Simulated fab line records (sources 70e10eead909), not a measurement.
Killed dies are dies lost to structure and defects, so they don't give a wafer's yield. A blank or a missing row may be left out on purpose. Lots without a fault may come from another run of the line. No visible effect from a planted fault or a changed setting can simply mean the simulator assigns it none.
The tool behind it: which one? | flow nand_harc | Sampling: 12 lots, 36 wafers, 6 of 1159 route steps

== WHAT THE GAUGES READ, wafer by wafer ==
NHARC_P_BONDPAD_CD_MEAS_09: target cd 500 nm. Usual: 499.8 nm for cd_nm, sd 2.5.
lot  | measured     | on        | cd_nm (nm)        | flag
L693 | day 6 09:01  | cd_sem-02 | 499.4 497.0 500.1 |
L695 | day 7 01:05  | cd_sem-02 | 497.2 497.7 497.8 |
L696 | day 7 01:15  | cd_sem-01 | 497.4 496.3 500.4 |
L697 | day 7 10:52  | cd_sem-03 | 503.3 500.6 501.3 |
L698 | day 7 23:12  | cd_sem-02 | 504.3 497.7 503.5 |
L703 | day 8 14:20  | cd_sem-03 | 500.4 503.3 499.8 |
L705 | day 9 15:29  | cd_sem-03 | 503.6 498.8 502.2 |
L706 | day 9 17:30  | cd_sem-03 | 499.0 497.4 500.8 |
L704 | day 9 17:46  | cd_sem-01 | 498.8 499.4 498.9 |
L711 | day 10 20:27 | cd_sem-02 | 497.6 501.5 499.2 |
L713 | day 11 01:46 | cd_sem-01 | 497.4 500.1 495.5 |
L712 | day 11 03:32 | cd_sem-02 | 501.5 501.6 501.2 |

NHARC_A_ONON_D1_THK_MEAS_21: measures by ellipsometry. Usual: 1002 nm for thk_nm, sd 7.7.
lot  | measured     | on            | thk_nm (nm)    | flag
L693 | day 8 02:01  | film_metro-01 | 1012 1012 1012 |
L695 | day 8 18:08  | film_metro-01 | 1004 1003 1004 |
L696 | day 8 18:00  | film_metro-02 | 1006 1007 1007 |
L697 | day 9 03:03  | film_metro-02 | 994 993 995    |
L698 | day 9 13:22  | film_metro-02 | 1009 1010 1008 |
L703 | day 10 03:52 | film_metro-01 | 1003 1003 1003 |
L705 | day 11 04:16 | film_metro-01 | 1556 1556 996  | OFF
L706 | day 11 04:24 | film_metro-01 | 1007 1005 1005 |
L704 | day 11 04:37 | film_metro-01 | 1556 1555 1556 | OFF
L711 | day 12 09:16 | film_metro-02 | 996 994 996    |
L713 | day 12 14:58 | film_metro-01 | 1018 1016 1018 |
L712 | day 12 14:56 | film_metro-02 | 994 994 996    |

NHARC_END_SORT_01. Usual: killed_at_array 26, standard deviation 9.7; killed_at_other 1.0, standard deviation 1.2; killed_at_periphery 3.9, standard deviation 2.6; killed_dies 31, standard deviation 9.7; killed_open 3.2, standard deviation 1.8; killed_short 2.0, standard deviation 1.3.
lot  | measured     | on        | killed_at_array | killed_at_other | killed_at_periphery | killed_dies | killed_open | killed_short | flag
L705 | day 22 00:55 | prober-01 | 668 668 29      | 3 1 2           | 6 8 5               | 677 677 36  | 2 4 4       | 2 3 5        | OFF
L704 | day 22 04:25 | prober-02 | 676 670 669     | 0 3 2           | 1 4 6               | 677 677 677 | 2 3 3       | 1 3 5        | OFF

== WHICH TOOL RAN EACH LOT (tool, then ch and the chambers of the sampled wafers, then the start) ==
lot  | NHARC_P_BONDPAD_CMP_32        | NHARC_P_BONDPAD_ACTIVATE_29        | NHARC_A_ONON_D1_DEP_19
L693 | cmp-04 ch 2,3, day 6 08:19    | rie_diel-04 ch 0,1, day 6 11:53    | pecvd_onon-04 ch 0, day 8 01:33
L695 | cmp-02 ch 1,2,3, day 7 00:16  | rie_diel-04 ch 1,3, day 7 04:11    | pecvd_onon-03 ch 0, day 8 17:37
L696 | cmp-01 ch 0,1,2, day 7 00:17  | rie_diel-04 ch 1,3, day 7 04:38    | pecvd_onon-04 ch 0, day 8 17:33
L697 | cmp-04 ch 0,1,2, day 7 10:03  | rie_diel-04 ch 0,2,3, day 7 13:44  | pecvd_onon-04 ch 0, day 9 02:32
L698 | cmp-04 ch 1,2,3, day 7 22:34  | rie_diel-04 ch 1,2,3, day 8 02:04  | pecvd_onon-04 ch 0, day 9 12:52
L703 | cmp-04 ch 1,2, day 8 13:33    | rie_diel-01 ch 0,1, day 8 17:12    | pecvd_onon-03 ch 0, day 10 03:29
L705 | cmp-02 ch 2,3, day 9 14:47    | rie_diel-04 ch 0,1, day 9 18:20    | pecvd_onon-03 ch 0, day 11 03:49
L706 | cmp-02 ch 0,1, day 9 16:41    | rie_diel-04 ch 0,3, day 9 20:25    | pecvd_onon-02 ch 0, day 11 04:04
L704 | cmp-01 ch 0,1,2, day 9 16:57  | rie_diel-04 ch 0,1,3, day 9 20:46  | pecvd_onon-03 ch 0, day 11 04:10
L711 | cmp-01 ch 0,2,3, day 10 19:41 | rie_diel-04 ch 1,2, day 10 23:26   | pecvd_onon-04 ch 0, day 12 08:52
L713 | cmp-04 ch 2,3, day 11 01:05   | rie_diel-04 ch 0,1,2, day 11 04:41 | pecvd_onon-02 ch 0, day 12 14:38
L712 | cmp-04 ch 0,1,3, day 11 02:44 | rie_diel-01 ch 2,3, day 11 06:24   | pecvd_onon-04 ch 0, day 12 14:26
- NHARC_P_BONDPAD_CMP_32: polishes SiCN, target thk 200 nm.
- NHARC_P_BONDPAD_ACTIVATE_29: chemistry N2, time 60 s.
- NHARC_A_ONON_D1_DEP_19: target thk 1000 nm.

== WHAT THE TOOLS THEMSELVES READ (means of the sampled wafers that have a number; where no wafer has one, the mark that the record gives instead) ==
NHARC_P_BONDPAD_CMP_32. Usual: edge_zone_pressure_frac 1.000, standard deviation 0.0057; motor_current_A 12.3 A, standard deviation 1.1; slurry_filter_dp_kPa 13.51 kPa, standard deviation 0.13.
lot  | tool   | edge_zone_pressure_frac | motor_current_A (A) | slurry_filter_dp_kPa (kPa) | flag
L693 | cmp-04 | 0.996                   | 11.8                | 13.48                      |
L695 | cmp-02 | 0.998                   | 12.5                | 13.46                      |
L696 | cmp-01 | 0.999                   | 13.1                | 13.63                      |
L697 | cmp-04 | 0.997                   | 11.3                | 13.51                      |
L698 | cmp-04 | 1.000                   | 12.6                | 13.51                      |
L703 | cmp-04 | 1.002                   | 12.3                | 13.50                      |
L705 | cmp-02 | 0.996                   | 11.6                | 13.62                      |
L706 | cmp-02 | 1.004                   | 13.0                | 13.56                      |
L704 | cmp-01 | 0.999                   | 13.2                | 13.37                      |
L711 | cmp-01 | 0.994                   | 12.1                | 13.42                      |
L713 | cmp-04 | 0.999                   | 12.3                | 13.47                      |
L712 | cmp-04 | 1.005                   | 12.0                | 13.61                      |

NHARC_P_BONDPAD_ACTIVATE_29. Usual: drypump_motor_current_A 5.6 A, standard deviation 0.44; oes_product_au 0.987 a.u., standard deviation 0.012; rf_vpp_V 63.9 V, standard deviation 0.87; showerhead_plenum_p_Torr 1.75 Torr, standard deviation 0.071.
lot  | tool        | drypump_motor_current_A (A) | oes_product_au (a.u.) | rf_vpp_V (V) | showerhead_plenum_p_Torr (Torr) | flag
L693 | rie_diel-04 | 5.7                         | 0.986                 | 64.7         | 1.83                            |
L695 | rie_diel-04 | 5.9                         | 0.988                 | 63.8         | 1.79                            |
L696 | rie_diel-04 | 5.9                         | 0.988                 | 63.6         | 1.79                            |
L697 | rie_diel-04 | 5.3                         | 0.994                 | 64.0         | 1.75                            |
L698 | rie_diel-04 | 5.5                         | 0.986                 | 63.7         | 1.75                            |
L703 | rie_diel-01 | 5.6                         | 0.987                 | 62.9         | 1.67                            |
L705 | rie_diel-04 | 5.9                         | 0.982                 | 63.9         | 1.82                            |
L706 | rie_diel-04 | 5.6                         | 0.988                 | 64.1         | 1.77                            |
L704 | rie_diel-04 | 5.7                         | 0.984                 | 63.9         | 1.79                            |
L711 | rie_diel-04 | 5.3                         | 0.981                 | 63.8         | 1.73                            |
L713 | rie_diel-04 | 5.4                         | 0.975                 | 64.6         | 1.78                            |
L712 | rie_diel-01 | 5.8                         | 0.978                 | 62.7         | 1.65                            |

NHARC_A_ONON_D1_DEP_19. Usual: 499.9 sccm for nh3_flow_sccm, sd 1.5.
lot  | tool          | nh3_flow_sccm (sccm) | flag
L693 | pecvd_onon-04 | 498.2                |
L695 | pecvd_onon-03 | 498.5                |
L696 | pecvd_onon-04 | 500.9                |
L697 | pecvd_onon-04 | 499.2                |
L698 | pecvd_onon-04 | 499.1                |
L703 | pecvd_onon-03 | 500.5                |
L705 | pecvd_onon-03 | 502.5                |
L706 | pecvd_onon-02 | 500.2                |
L704 | pecvd_onon-03 | 501.1                |
L711 | pecvd_onon-04 | 502.0                |
L713 | pecvd_onon-02 | 500.5                |
L712 | pecvd_onon-04 | 498.9                |

== THE ANSWER, worked out from the rows above alone ==
Rule: take the mean of a lot's wafers that have a number; if it is more than 3 standard deviations from the usual mean, the lot is off. A lot without any number at a reading at which 4 lots or more have one is off too. Where the step has rows for the other lots, those lots are counted as sound. Order of review: gauges by route order, followed by the tools' own readings, for which a lot's mean as printed above is used. At the first step where some lot is off, the reading lying furthest off is the one used; lots without a number count as furthest.
Off: L705, L704, at NHARC_A_ONON_D1_THK_MEAS_21 (thk_nm).
If a tool, at a process step before that reading, ran all the lots that are off and no sound lot after the first of them, it fits. The gauges at NHARC_A_ONON_D1_THK_MEAS_21 aren't tried: what is off there is off at NHARC_END_SORT_01 too, on other tools, and a gauge's error can't cause that. One candidate fits, namely pecvd_onon-03 at NHARC_A_ONON_D1_DEP_19. A fault onset in the window from L703 (day 10 03:29, its last sound lot) to L705 (day 11 03:49, its first lot off) fits.

== WHAT WAS PUT IN BY THE SIMULATOR ==
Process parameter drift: pecvd_onon-03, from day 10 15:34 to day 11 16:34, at NHARC_A_ONON_D1_DEP_19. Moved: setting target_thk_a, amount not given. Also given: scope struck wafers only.
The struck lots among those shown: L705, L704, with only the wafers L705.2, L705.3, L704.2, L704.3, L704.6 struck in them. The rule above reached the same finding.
